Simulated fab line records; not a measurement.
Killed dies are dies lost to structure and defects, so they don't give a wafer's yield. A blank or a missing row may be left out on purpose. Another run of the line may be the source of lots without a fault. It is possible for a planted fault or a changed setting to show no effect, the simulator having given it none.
Which tool did it?    flow n5-finfet    Sampling: 8 lots, 24 wafers, 8 of 1938 route steps

== WHAT THE GAUGES READ, wafer by wafer ==
N5_FIN_SAQP_INSPECT_18: inspects for defects (brightfield).
lot   measured     on                 raw-defect-count
L290  day 4 03:44  defect-inspect-02  414 470 434
L291  day 4 09:44  defect-inspect-01  402 408 1412
L292  day 4 17:09  defect-inspect-02  294 452 1476
L299  day 6 10:30  defect-inspect-01  532 439 624
L301  day 6 22:17  defect-inspect-02  277 355 343
L302  day 7 04:23  defect-inspect-02  348 380 470
L303  day 7 09:52  defect-inspect-01  551 393 302
L304  day 7 16:28  defect-inspect-01  401 377 566

N5_FIN_SAQP_INSPECT_40: inspects for defects (brightfield).
lot   measured     on                 raw-defect-count
L290  day 4 08:40  defect-inspect-02  215 249 236
L291  day 4 14:07  defect-inspect-02  349 336 1113
L292  day 4 22:09  defect-inspect-01  183 168 1156
L299  day 6 14:43  defect-inspect-02  238 300 250
L301  day 7 02:58  defect-inspect-02  176 250 203
L302  day 7 09:19  defect-inspect-01  186 126 176
L303  day 7 14:26  defect-inspect-02  334 257 227
L304  day 7 20:48  defect-inspect-01  199 140 243

N5_FIN_CUT_INSPECT_10: inspects for defects (brightfield).
lot   measured     on                 raw-defect-count
L290  day 4 09:11  defect-inspect-01  36 39 34
L291  day 4 14:31  defect-inspect-02  67 52 956
L292  day 4 22:32  defect-inspect-01  40 53 1007
L299  day 6 15:07  defect-inspect-01  32 43 40
L301  day 7 03:22  defect-inspect-01  32 40 43
L302  day 7 09:42  defect-inspect-02  41 43 43
L303  day 7 14:58  defect-inspect-02  63 56 35
L304  day 7 21:19  defect-inspect-01  45 21 48

N5_BEOL_M4_RC_MEAS_101.
lot   measured      on         DIBL_N (mV/V)   DIBL_P (mV/V)   IOFF_N (nA/um)     IOFF_P (nA/um)     ION_N (uA/um)  ION_P (uA/um)  SS_N (mV/dec)   SS_P (mV/dec)   VT_N (mV)          VT_P (mV)
L290  day 10 00:44  prober-01  38.2 38.7 38.6  35.8 36.1 36.6  0.172 0.184 0.187  0.221 0.239 0.254  674 681 675    459 470 465    72.2 72.0 71.8  73.0 73.4 73.6  249.4 246.6 245.5  -249.3 -247.6 -248.3
L291  day 10 03:02  prober-01  36.6 36.8 37.5  35.7 35.6 36.3  0.166 0.178 0.184  0.235 0.235 0.242  669 674 681    464 465 456    70.9 71.5 72.0  73.8 73.2 73.2  247.2 247.5 246.3  -249.2 -249.1 -250.3
L292  day 10 18:33  prober-01  35.4 36.5 34.9  35.3 37.1 34.9  0.159 0.188 0.156  0.232 0.260 0.230  683 695 667    478 477 460    72.0 72.6 72.1  73.2 73.9 73.2  249.1 244.5 248.4  -247.9 -246.2 -246.7
L299  day 12 12:46  prober-02  36.6 37.7 36.6  36.1 37.9 36.4  0.169 0.189 0.160  0.222 0.250 0.222  680 681 669    464 469 469    72.2 71.9 72.1  74.0 73.8 74.0  246.4 244.4 248.8  -247.6 -248.1 -249.1
L301  day 13 00:23  prober-01  37.0 36.1 36.7  37.4 36.9 37.4  0.161 0.150 0.152  0.218 0.207 0.208  674 677 669    463 464 464    71.5 72.0 71.9  73.1 72.8 73.1  247.9 247.4 248.8  -252.6 -249.7 -250.3
L302  day 13 03:38  prober-02  35.1 34.7 35.5  34.9 34.4 35.5  0.159 0.146 0.157  0.175 0.169 0.187  681 674 667    458 457 455    71.7 71.1 71.8  73.1 73.1 72.9  250.2 249.3 249.2  -254.8 -252.5 -254.0
L303  day 13 16:01  prober-02  35.5 36.0 36.3  35.8 36.8 36.5  0.140 0.158 0.155  0.200 0.221 0.216  660 670 665    457 465 464    71.3 72.0 71.7  72.4 73.2 72.3  250.5 249.4 251.5  -249.5 -250.0 -250.7
L304  day 13 15:23  prober-02  37.4 36.6 37.8  37.1 36.1 36.8  0.184 0.164 0.174  0.225 0.212 0.218  675 674 678    464 457 459    71.4 71.6 71.2  73.8 73.7 74.1  246.9 251.0 249.6  -250.5 -251.4 -249.9

== WHAT TOOL EACH LOT RAN ON (gives the tool, then ch and the chambers of the sampled wafers, and finally the start) ==
lot   N5_PMOS_HMC_CHANNEL_EPI_CMP_21  N5_FIN_SAQP_PECVD_47            N5_FIN_SAQP_HM_DEP_72           N5_FIN_SAQP_MANDREL_ETCH_58
L290  cmp-01 ch 0,1,2, day 4 01:27    pecvd-01 ch 0,2, day 4 03:01    pecvd-02 ch 0,2, day 4 03:13    rie-si-01 ch 2,3, day 4 06:23
L291  cmp-01 ch 0,2,3, day 4 07:42    pecvd-01 ch 1,2, day 4 09:08    pecvd-02 ch 0,1,2, day 4 09:21  rie-si-03 ch 0,2,3, day 4 12:05
L292  cmp-02 ch 1,2,3, day 4 13:46    pecvd-01 ch 0,1,2, day 4 16:26  pecvd-02 ch 0,1,2, day 4 16:38  rie-si-01 ch 0,2,3, day 4 19:47
L299  cmp-01 ch 0,2,3, day 6 08:15    pecvd-02 ch 0,1, day 6 09:47    pecvd-01 ch 0,1,2, day 6 09:59  rie-si-04 ch 0,2,3, day 6 12:44
L301  cmp-01 ch 0,1,2, day 6 19:56    pecvd-02 ch 0,2, day 6 21:29    pecvd-01 ch 0,1,2, day 6 21:46  rie-si-01 ch 0,2,3, day 7 01:02
L302  cmp-03 ch 2,3, day 7 01:45      pecvd-02 ch 0,1, day 7 03:39    pecvd-03 ch 0,2, day 7 03:52    rie-si-03 ch 1,2, day 7 06:51
L303  cmp-01 ch 0,2, day 7 07:27      pecvd-02 ch 1,2, day 7 09:09    pecvd-03 ch 0,2, day 7 09:22    rie-si-04 ch 2,3, day 7 12:29
L304  cmp-01 ch 1,2, day 7 13:32      pecvd-03 ch 0,1, day 7 15:44    pecvd-01 ch 1,2, day 7 15:56    rie-si-04 ch 0,1, day 7 18:51
- N5_PMOS_HMC_CHANNEL_EPI_CMP_21: polishes SiGe30, target thk 54 nm.
- N5_FIN_SAQP_PECVD_47: deposits a-Si from SiH4/He, target thk 45 nm, time 36.3 s.
- N5_FIN_SAQP_HM_DEP_72: deposits SiO2 from SiH4/N2O, target thk 12 nm, time 7.2 s.
- N5_FIN_SAQP_MANDREL_ETCH_58: etches a-Si in HBr/Cl2, stops on SiNx, target depth 45 nm, bt time 10 s, time 27 s.

== WHAT THE TOOLS THEMSELVES READ (means of the sampled wafers that have a number; where no wafer has one, the mark that the record gives instead) ==
N5_PMOS_HMC_CHANNEL_EPI_CMP_21.
lot   tool    motor-current-A (A)
L290  cmp-01  13.7
L291  cmp-01  13.6
L292  cmp-02  12.3
L299  cmp-01  13.1
L301  cmp-01  13.8
L302  cmp-03  12.8
L303  cmp-01  13.9
L304  cmp-01  13.0

N5_FIN_SAQP_PECVD_47.
lot   tool      heater-power-outer-w (W)  heater-power-w (W)  showerhead-plenum-p-Torr (Torr)  throttle-valve-pct (%)
L290  pecvd-01  597                       909                 5.73                             17.9
L291  pecvd-01  566                       863                 5.74                             17.8
L292  pecvd-01  563                       881                 5.71                             18.3
L299  pecvd-02  542                       869                 5.69                             17.9
L301  pecvd-02  533                       930                 5.69                             17.2
L302  pecvd-02  569                       893                 5.69                             17.7
L303  pecvd-02  501                       815                 5.66                             17.3
L304  pecvd-03  504                       857                 5.71                             18.2

N5_FIN_SAQP_HM_DEP_72.
lot   tool      heater-power-outer-w (W)  heater-power-w (W)  showerhead-plenum-p-Torr (Torr)
L290  pecvd-02  457                       811                 8.31
L291  pecvd-02  468                       804                 8.21
L292  pecvd-02  453                       788                 8.20
L299  pecvd-01  482                       758                 8.25
L301  pecvd-01  512                       807                 8.25
L302  pecvd-03  458                       745                 8.16
L303  pecvd-03  387                       657                 8.27
L304  pecvd-01  535                       834                 8.35

N5_FIN_SAQP_MANDREL_ETCH_58.
lot   tool       drypump-motor-current-A (A)  oes-product-au (a.u.)  throttle-valve-pct (%)
L290  rie-si-01  5.2                          0.708                  35.5
L291  rie-si-03  5.4                          0.693                  35.9
L292  rie-si-01  5.4                          0.705                  35.5
L299  rie-si-04  6.0                          0.692                  35.6
L301  rie-si-01  5.4                          0.701                  35.5
L302  rie-si-03  5.8                          0.697                  35.8
L303  rie-si-04  6.1                          0.693                  35.5
L304  rie-si-04  5.8                          0.696                  35.4

== THE ANSWER, worked out from the rows above alone ==
Rule: the lots themselves supply what counts as usual. The widest of any qualifying gaps counts: lots, ordered by their means at a reading, are off when they make up no more than a third of the lots, leave a main group of 4 or more, and stand apart from it by 3 or more times the standard deviation of that group's means. A main group whose means are all the same, to the digits that the tables above print for the reading, isn't used. A lot without any number at a reading at which 4 lots or more have one is off too. Where the step has rows for the other lots, those lots are counted as sound. After the gauges, taken in route order, come the tools' own readings; for these a lot's mean is taken, as printed above. At the first step where some lot is off, the reading lying furthest off is the one used; lots without a number count as furthest.
Off: L291, L292, at N5_FIN_SAQP_INSPECT_18 (raw-defect-count). Main group: mean 426, sd 62.
If a tool, at a process step before that reading, ran all the lots that are off and no sound lot after the first of them, it fits. Gauges at N5_FIN_SAQP_INSPECT_18: tried the same way as those tools. Undecided on this evidence; 2 tools fit (pecvd-01 at N5_FIN_SAQP_PECVD_47, pecvd-02 at N5_FIN_SAQP_HM_DEP_72).

== WHAT THE SIMULATOR HAD INSERTED ==
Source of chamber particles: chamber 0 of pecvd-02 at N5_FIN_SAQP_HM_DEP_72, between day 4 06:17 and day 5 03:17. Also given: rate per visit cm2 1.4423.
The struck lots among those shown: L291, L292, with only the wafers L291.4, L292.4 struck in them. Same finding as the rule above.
